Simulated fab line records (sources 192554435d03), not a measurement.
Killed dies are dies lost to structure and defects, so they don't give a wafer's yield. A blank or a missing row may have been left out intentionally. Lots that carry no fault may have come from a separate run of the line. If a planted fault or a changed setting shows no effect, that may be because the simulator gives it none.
Chamber matching / flow n5-finfet / N5_BEOL_M8_STRIP_19 on rie-diel-03 has 4 sister chambers
The step strips in O2. 24 wafers are shown with their chamber, then 12 later ones without.

== WAFERS, EACH WITH ITS CHAMBER ==
wafer=L074.1; chamber=0; showerhead-plenum-p-Torr (Torr)=2.22; throttle-valve-pct (%)=16.22; oes-product-au (a.u.)=0.91
wafer=L074.3; chamber=1; showerhead-plenum-p-Torr (Torr)=2.20; throttle-valve-pct (%)=16.64; oes-product-au (a.u.)=0.84
wafer=L074.5; chamber=1; showerhead-plenum-p-Torr (Torr)=2.20; throttle-valve-pct (%)=16.64; oes-product-au (a.u.)=0.85
wafer=L076.2; chamber=0; showerhead-plenum-p-Torr (Torr)=2.22; throttle-valve-pct (%)=16.25; oes-product-au (a.u.)=0.90
wafer=L076.3; chamber=3; showerhead-plenum-p-Torr (Torr)=2.09; throttle-valve-pct (%)=16.69; oes-product-au (a.u.)=0.69
wafer=L076.5; chamber=0; showerhead-plenum-p-Torr (Torr)=2.22; throttle-valve-pct (%)=16.22; oes-product-au (a.u.)=0.91
wafer=L075.1; chamber=1; showerhead-plenum-p-Torr (Torr)=2.20; throttle-valve-pct (%)=16.63; oes-product-au (a.u.)=0.83
wafer=L075.3; chamber=0; showerhead-plenum-p-Torr (Torr)=2.22; throttle-valve-pct (%)=16.24; oes-product-au (a.u.)=0.90
wafer=L075.6; chamber=0; showerhead-plenum-p-Torr (Torr)=2.22; throttle-valve-pct (%)=16.25; oes-product-au (a.u.)=0.91
wafer=L077.2; chamber=1; showerhead-plenum-p-Torr (Torr)=2.20; throttle-valve-pct (%)=16.65; oes-product-au (a.u.)=0.84
wafer=L077.4; chamber=3; showerhead-plenum-p-Torr (Torr)=2.09; throttle-valve-pct (%)=16.67; oes-product-au (a.u.)=0.69
wafer=L077.6; chamber=1; showerhead-plenum-p-Torr (Torr)=2.20; throttle-valve-pct (%)=16.66; oes-product-au (a.u.)=0.84
wafer=L079.1; chamber=2; showerhead-plenum-p-Torr (Torr)=2.26; throttle-valve-pct (%)=16.65; oes-product-au (a.u.)=0.97
wafer=L079.2; chamber=3; showerhead-plenum-p-Torr (Torr)=2.09; throttle-valve-pct (%)=16.68; oes-product-au (a.u.)=0.69
wafer=L079.4; chamber=0; showerhead-plenum-p-Torr (Torr)=2.22; throttle-valve-pct (%)=16.26; oes-product-au (a.u.)=0.89
wafer=L081.2; chamber=2; showerhead-plenum-p-Torr (Torr)=2.26; throttle-valve-pct (%)=16.63; oes-product-au (a.u.)=0.96
wafer=L081.4; chamber=0; showerhead-plenum-p-Torr (Torr)=2.22; throttle-valve-pct (%)=16.26; oes-product-au (a.u.)=0.88
wafer=L081.6; chamber=3; showerhead-plenum-p-Torr (Torr)=2.09; throttle-valve-pct (%)=16.70; oes-product-au (a.u.)=0.70
wafer=L080.1; chamber=1; showerhead-plenum-p-Torr (Torr)=2.20; throttle-valve-pct (%)=16.64; oes-product-au (a.u.)=0.84
wafer=L080.3; chamber=0; showerhead-plenum-p-Torr (Torr)=2.22; throttle-valve-pct (%)=16.27; oes-product-au (a.u.)=0.90
wafer=L080.4; chamber=2; showerhead-plenum-p-Torr (Torr)=2.26; throttle-valve-pct (%)=16.64; oes-product-au (a.u.)=0.95
wafer=L085.2; chamber=2; showerhead-plenum-p-Torr (Torr)=2.26; throttle-valve-pct (%)=16.65; oes-product-au (a.u.)=0.94
wafer=L085.4; chamber=1; showerhead-plenum-p-Torr (Torr)=2.20; throttle-valve-pct (%)=16.66; oes-product-au (a.u.)=0.81
wafer=L085.6; chamber=3; showerhead-plenum-p-Torr (Torr)=2.08; throttle-valve-pct (%)=16.68; oes-product-au (a.u.)=0.69

SIGNATURES (means of the wafers above)
reading=showerhead-plenum-p-Torr; chamber 0=2.2200; chamber 1=2.2000; chamber 2=2.2600; chamber 3=2.0880; scatter within a chamber=0.002
reading=throttle-valve-pct; chamber 0=16.2462; chamber 1=16.6457; chamber 2=16.6425; chamber 3=16.6840; scatter within a chamber=0.0141
reading=oes-product-au; chamber 0=0.9000; chamber 1=0.8357; chamber 2=0.9550; chamber 3=0.6920; scatter within a chamber=0.0108
Rule: for a wafer and a chamber, the distance is found by dividing, reading by reading, the gap between the wafer's reading and the chamber's mean by the reading's scatter, squaring, summing and taking the root. The wafer belongs to the nearest chamber; if the next one is less than 2 further off, it can't be placed. The scatter is the square root of a quotient: the sum, over the shown wafers, of each reading's squared deviation from its chamber's mean, divided by wafers minus chambers.

== WAFERS WHOSE CHAMBER IS MISSING ==
wafer=L083.1; showerhead-plenum-p-Torr (Torr)=2.20; throttle-valve-pct (%)=16.69; oes-product-au (a.u.)=0.82
wafer=L083.2; showerhead-plenum-p-Torr (Torr)=2.08; throttle-valve-pct (%)=16.69; oes-product-au (a.u.)=0.69
wafer=L083.5; showerhead-plenum-p-Torr (Torr)=2.26; throttle-valve-pct (%)=16.66; oes-product-au (a.u.)=0.94
wafer=L084.2; showerhead-plenum-p-Torr (Torr)=2.26; throttle-valve-pct (%)=16.67; oes-product-au (a.u.)=0.93
wafer=L084.4; showerhead-plenum-p-Torr (Torr)=2.19; throttle-valve-pct (%)=16.68; oes-product-au (a.u.)=0.82
wafer=L084.5; showerhead-plenum-p-Torr (Torr)=2.20; throttle-valve-pct (%)=16.69; oes-product-au (a.u.)=0.82
wafer=L088.1; showerhead-plenum-p-Torr (Torr)=2.19; throttle-valve-pct (%)=16.72; oes-product-au (a.u.)=0.81
wafer=L088.2; showerhead-plenum-p-Torr (Torr)=2.08; throttle-valve-pct (%)=16.72; oes-product-au (a.u.)=0.66
wafer=L088.5; showerhead-plenum-p-Torr (Torr)=2.19; throttle-valve-pct (%)=16.71; oes-product-au (a.u.)=0.81
wafer=L097.1; showerhead-plenum-p-Torr (Torr)=2.21; throttle-valve-pct (%)=16.33; oes-product-au (a.u.)=0.84
wafer=L097.3; showerhead-plenum-p-Torr (Torr)=2.25; throttle-valve-pct (%)=16.72; oes-product-au (a.u.)=0.85
wafer=L097.6; showerhead-plenum-p-Torr (Torr)=2.18; throttle-valve-pct (%)=16.72; oes-product-au (a.u.)=0.79

== THE CHAMBER EACH PASSED THROUGH ==
wafer=L083.1; from the rows above=1; in truth=1
wafer=L083.2; from the rows above=3; in truth=3
wafer=L083.5; from the rows above=2; in truth=2
wafer=L084.2; from the rows above=2; in truth=2
wafer=L084.4; from the rows above=1; in truth=1
wafer=L084.5; from the rows above=1; in truth=1
wafer=L088.1; from the rows above=1; in truth=1
wafer=L088.2; from the rows above=3; in truth=3
wafer=L088.5; from the rows above=1; in truth=1
wafer=L097.1; from the rows above=0; in truth=0
wafer=L097.3; from the rows above=2; in truth=2
wafer=L097.6; from the rows above=1; in truth=1
Placed correctly: 12 of 12. From these rows, 0 cannot be placed. 0 placed wrongly.
